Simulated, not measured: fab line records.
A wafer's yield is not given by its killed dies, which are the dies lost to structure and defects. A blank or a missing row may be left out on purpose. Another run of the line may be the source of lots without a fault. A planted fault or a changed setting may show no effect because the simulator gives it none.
Struck lot and sound lot, side by side / flow n5-finfet / 42 out of 1938 route steps
Sound: these wafers, L627.1, L627.3, L627.4. Wafers L619.1, L619.2, L619.3 were the ones struck. At the end, the cause is stated.
Order at every step that has rows: each side's tool, ch and its chambers, its first start. Under that, the readings that differ: sound wafers / struck wafers / difference of the means / sigmas: that difference in standard deviations of wafers without a fault.
alike: readings with means less than 2 such deviations apart, plus words and numbers identical on both sides. not compared: withheld readings, readings lacking a value on some wafer, bounds such as >300 that could conceal the same value, and numbers that have no deviation in the record and whose values overlap.
A row with sigmas, a row that says differs or no value, or rows on one side alone: a step with any of these is where the two part. Numbers that have no deviation but don't overlap get no sigmas and don't part them. A reading that every wafer of one side lacks parts them only if that side has two wafers or more.

first, 11 steps without rows for these wafers: N5_BEOL_M2_DESCUM_33 (chemistry O2, time 7 s); N5_BEOL_M2_ETCH_77 (etches underlayer in N2/H2, target depth 6.5 nm, time 5.2 s); N5_BEOL_M2_ETCH_69 (etches SiARC in CF4, target depth 15.6 nm, time 26 s); N5_BEOL_M2_ALD_98 (deposits SiO2, target thk 2.5 nm, pulse time 1 s, co reactant pulse time 1 s); N5_BEOL_M2_ETCHBACK_99 (etches SiO2 in CHF3, target depth 5 nm, time 10.4 s); N5_BEOL_M2_ETCH_70 (etches SOC in N2/H2, target depth 80 nm, overetch 24 nm, time 130 s); N5_BEOL_M2_STRIP_71 (strips in N2/H2); N5_BEOL_M2_STRIP_78 (strips in N2/H2); N5_BEOL_M2_VIA_ETCH_34 (etches the open film in C4F6/O2, target depth 69.4 nm, time 65.9 s); N5_BEOL_M2_STRIP_83 (strips in C4F6/O2); N5_BEOL_M2_STRIP_36 (strips in N2/H2).
N5_BEOL_M2_TRENCH_ETCH_37: etches SiOC in C4F6/O2, target depth 55.555 nm, time 29.2 s.
  sound on rie-diel-01 ch 0,2, day 11 15:53; struck on rie-diel-03 ch 0,2,3, day 10 05:58
reading=bias-w (W); sound=184.9 186.0 185.0; struck=156.4 156.9 155.7; difference=-29.0; sigmas=-50
reading=rf-vpp-V (V); sound=673 665 673; struck=590 547 582; difference=-97; sigmas=-6
reading=model.etch.depth-nm (nm); sound=52.98 55.71 53.1; struck=51.37 52.28 51.92; difference=-2.07; sigmas=
reading=model.BEOL_M2.feature-depth-nm (nm); sound=53 55.8 53.2; struck=51.4 52.2 52; difference=-2.1; sigmas=
  alike: C4F6_flow_sccm, drypump-motor-current-A, oes-product-au, showerhead-plenum-p-Torr, throttle-valve-pct
  not compared: rf-hours-counter-h
then, 27 steps without rows for these wafers: N5_BEOL_M2_ETCH_41 (etches SiCN in CH3F/O2, target depth 29.9 nm, time 52.5 s); N5_BEOL_M2_STRIP_97 (strips in N2/H2, time 10 s); N5_BEOL_M2_HM_STRIP_39 (strips TiN in peroxide tin strip, target depth 25 nm, time 158 s); N5_BEOL_M2_SRD_40 (time 30 s); N5_BEOL_M2_PRECLEAN_42 (cleans in residue remover, time 60 s); N5_BEOL_M2_SRD_43 (time 30 s); N5_BEOL_M2_DEGAS_44 (time 60 s); N5_BEOL_M2_PRE_CLEAN_45 (time 30 s); N5_BEOL_M2_ALD_84 (deposits TaN, pulse time 2 s, purge time 3 s, co reactant purge time 2 s); N5_BEOL_M2_SURFACE_TREAT_85; N5_BEOL_M2_CVD_47 (deposits Co from CCTBA/H2, target thk 3 nm, time 223.8 s); N5_BEOL_M2_SPUTTER_48 (material Cu, target thk 4.5 nm, time 8.29 s); N5_BEOL_M2_ANNEAL_49 (time 240 s); N5_BEOL_M2_SPUTTER_79 (material Cu, target thk 4.5 nm, time 8.29 s); N5_BEOL_M2_ANNEAL_80 (time 240 s); N5_BEOL_M2_SPUTTER_81 (material Cu, target thk 4.5 nm, time 8.29 s); N5_BEOL_M2_ANNEAL_82 (time 240 s); N5_BEOL_M2_SPUTTER_86 (material Cu, target thk 4.5 nm, time 8.29 s); N5_BEOL_M2_ANNEAL_87 (time 240 s); N5_BEOL_M2_SPUTTER_88 (material Cu, target thk 4.5 nm, time 8.29 s); N5_BEOL_M2_ANNEAL_89 (time 240 s); N5_BEOL_M2_SPUTTER_90 (material Cu, target thk 4.5 nm, time 8.29 s); N5_BEOL_M2_ANNEAL_91 (time 240 s); N5_BEOL_M2_SPUTTER_92 (material Cu, target thk 4.5 nm, time 8.29 s); N5_BEOL_M2_ANNEAL_93 (time 240 s); N5_BEOL_M2_SPUTTER_94 (material Cu, target thk 4.5 nm, time 8.29 s); N5_BEOL_M2_ANNEAL_95 (time 240 s).
N5_BEOL_M2_CMP_52: polishes, stops on SiOC, t overpolish 6.8 s, target thk 40 nm.
  sound on cmp-01 ch 0,2,3, day 11 19:53; struck on cmp-02 ch 0,1,3, day 10 09:31
  alike: barrier-field-endpoint-s, head-pressure-psi, motor-current-A, overpolish-run-s, time-to-endpoint-s
  not compared: model.Cu_of_BEOL_M2_ECD_50.thk-nm
N5_BEOL_M4_RC_MEAS_101:
  sound on prober-02 ch 0, day 12 20:13; struck on prober-01 ch 0, day 11 09:47
  alike: DIBL_N, DIBL_P, IOFF_N, IOFF_P, ION_N, ION_P, SS_N, SS_P, VT_N, VT_P
then, 1 step without rows for these wafers: N5_PASSIVATION_PROBE_49.

== WHERE THEY PART ==
Within this record, at N5_BEOL_M2_TRENCH_ETCH_37 only. Later steps at which nothing parts them and some readings are alike: N5_BEOL_M2_CMP_52, N5_BEOL_M4_RC_MEAS_101.

WHY: the cause the simulator had injected
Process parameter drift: rie-diel-03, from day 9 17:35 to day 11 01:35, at N5_BEOL_M2_TRENCH_ETCH_37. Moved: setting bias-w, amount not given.
